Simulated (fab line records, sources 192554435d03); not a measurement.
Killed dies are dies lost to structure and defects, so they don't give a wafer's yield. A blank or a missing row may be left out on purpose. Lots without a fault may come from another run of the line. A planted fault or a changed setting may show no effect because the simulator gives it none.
Split-lot experiment | flow n5_finfet | 7 lots, 21 wafers read, on a route of 1938 steps

THE SPLIT
At N5_SD_EPI_N_EPI_21 (deposits Si:P, time 690 s), the setting temp_c was moved away from the recipe's 680 C on 5 of the 21 wafers read, by -0.5% to +0.3%. The other wafers ran this setting at the recipe's value.

FROM THE SPLIT TO THE READING: what the file shows between them, 9 steps
- N5_SD_EPI_N_PRECLEAN_24: cleans in O3/DIW, time 60 s
- N5_SD_EPI_N_SRD_25: time 30 s
- N5_SD_EPI_N_PRECLEAN_49: cleans in NF3:NH3, afs cycles 1, time 20 s, sublimation time 60 s
- N5_SD_EPI_P_EPI_21: deposits SiGe:B, time 355 s
- N5_SD_EPI_P_HM_STRIP_48: strips SiNx in H3PO4, material SiNx, target depth 3 nm
- N5_SD_EPI_P_SRD_49: time 30 s
- N5_SD_EPI_P_PRECLEAN_24: cleans in O3/DIW, time 45 s
- N5_SD_ACTIVATION_RTA_00: time 0 s
- N5_SD_ACTIVATION_LSA_01: time 0.0008 s

THE READING
RS_SD_N, in ohm/sq, at N5_SD_ACTIVATION_RS_MEAS_03 (measures by four-point-probe). Fault-free wafers of this fab line usually give 21.81 ohm/sq, standard deviation 0.27 ohm/sq.

wafer  | tool, chamber at the split | temp_c as run, C | against the recipe | RS_SD_N, ohm/sq | against lot-mates on the recipe
L076.2 | epi_rpcvd-03, 0            | 680              | recipe             | 21.88           | -
L076.4 | epi_rpcvd-03, 0            | 680              | recipe             | 22.00           | -
L076.6 | epi_rpcvd-03, 0            | 680              | recipe             | 21.88           | -
L077.1 | epi_rpcvd-01, 0            | 676.4            | -0.5%              | 23.10           | +1.12
L077.2 | epi_rpcvd-01, 0            | 680              | recipe             | 22.04           | -
L077.3 | epi_rpcvd-01, 0            | 680              | recipe             | 21.91           | -
L080.2 | epi_rpcvd-01, 0            | 682.1            | +0.3%              | 20.87           | -0.75
L080.4 | epi_rpcvd-01, 0            | 682.1            | +0.3%              | 20.97           | -0.65
L080.5 | epi_rpcvd-01, 0            | 680              | recipe             | 21.62           | -
L090.3 | epi_rpcvd-03, 0            | 680              | recipe             | 21.88           | -
L090.4 | epi_rpcvd-03, 0            | 680              | recipe             | 21.69           | -
L090.6 | epi_rpcvd-03, 0            | 680              | recipe             | 21.54           | -
L093.1 | epi_rpcvd-03, 0            | 680              | recipe             | 21.92           | -
L093.4 | epi_rpcvd-03, 0            | 680              | recipe             | 21.61           | -
L093.5 | epi_rpcvd-03, 0            | 680              | recipe             | 21.53           | -
L094.1 | epi_rpcvd-02, 0            | 677              | -0.4%              | 22.76           | +1.01
L094.3 | epi_rpcvd-02, 0            | 677              | -0.4%              | 22.57           | +0.82
L094.5 | epi_rpcvd-02, 0            | 680              | recipe             | 21.75           | -
L097.2 | epi_rpcvd-01, 0            | 680              | recipe             | 21.77           | -
L097.3 | epi_rpcvd-01, 0            | 680              | recipe             | 21.86           | -
L097.4 | epi_rpcvd-01, 0            | 680              | recipe             | 21.74           | -

THE FIT
A straight line over all 21 wafers: RS_SD_N changes by -2.35 ohm/sq for each +1% of temp_c; r = -0.95; the points scatter about the line by 0.16 ohm/sq.
The same after taking each lot's own level away (the mean of its wafers on the recipe; 21 wafers): -2.14 ohm/sq for each +1%; r = -0.98; scatter 0.1 ohm/sq.
On that fit, the largest move of temp_c shifts the reading by 1.1 ohm/sq.
The lots' own levels span 21.620 to 21.975 ohm/sq, that is 1.3 times the standard deviation above.
So the lot-to-lot level changes the slope little: the two slopes agree.
Check: with one of the wafers moved furthest among these (-0.5%) left out of the fit, the line predicts +1.13 ohm/sq for it against its lot-mates. It came out at +1.12 ohm/sq against them.

OTHER SPLITS ON THESE WAFERS
These wafers also went through other splits before the reading. Each is held against what the fit with the lots' levels taken away leaves over:
other split on the same wafers           | wafers away from the commonest value | r with RS_SD_N (lot level and that fit taken away)
N5_PMOS_HMC_CHANNEL_EPI_COAT_31 spin_rpm | 5                                    | -0.03
N5_PMOS_HMC_CHANNEL_EPI_COAT_03 spin_rpm | 8                                    | -0.28
N5_STI_FIN_REVEAL_ETCHBACK_08 time_s     | 5                                    | +0.28
N5_DUMMY_GATE_HM_DEP_06 time_s           | 18                                   | -0.06
N5_DUMMY_GATE_EXPOSE_12 dose_mj          | 3                                    | +0.01

THE WHOLE CHAIN: every reading that the file lists as answering this split, in the file's order
step                        | what it does                                           | reading                                                                         | change (the file's fit)              | r (the file's)
N5_SD_EPI_N_EPI_21          | deposits Si:P, time 690 s                              | Si-P_of_SD_EPI_N_EPI_21.thk_nm (the simulator's own value, which no gauge read) | +6.38 nm for each +1% of the setting | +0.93
N5_SD_EPI_N_PRECLEAN_24     | cleans in O3/DIW, time 60 s                            | Si-P_of_SD_EPI_N_EPI_21.thk_nm (the simulator's own value, which no gauge read) | +6.07 nm for each +1% of the setting | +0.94
N5_SD_EPI_P_HM_STRIP_48     | strips SiNx in H3PO4, material SiNx, target depth 3 nm | Si-P_of_SD_EPI_N_EPI_21.thk_nm (the simulator's own value, which no gauge read) | +6.33 nm for each +1% of the setting | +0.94
N5_SD_ACTIVATION_RS_MEAS_03 | measures by four-point-probe                           | RS_SD_N                                                                         | -2.13 for each +1% of the setting    | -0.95

THE FILE'S OWN FIT
RS_SD_N changes by -2.13 ohm/sq for each +1% of temp_c, r = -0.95.
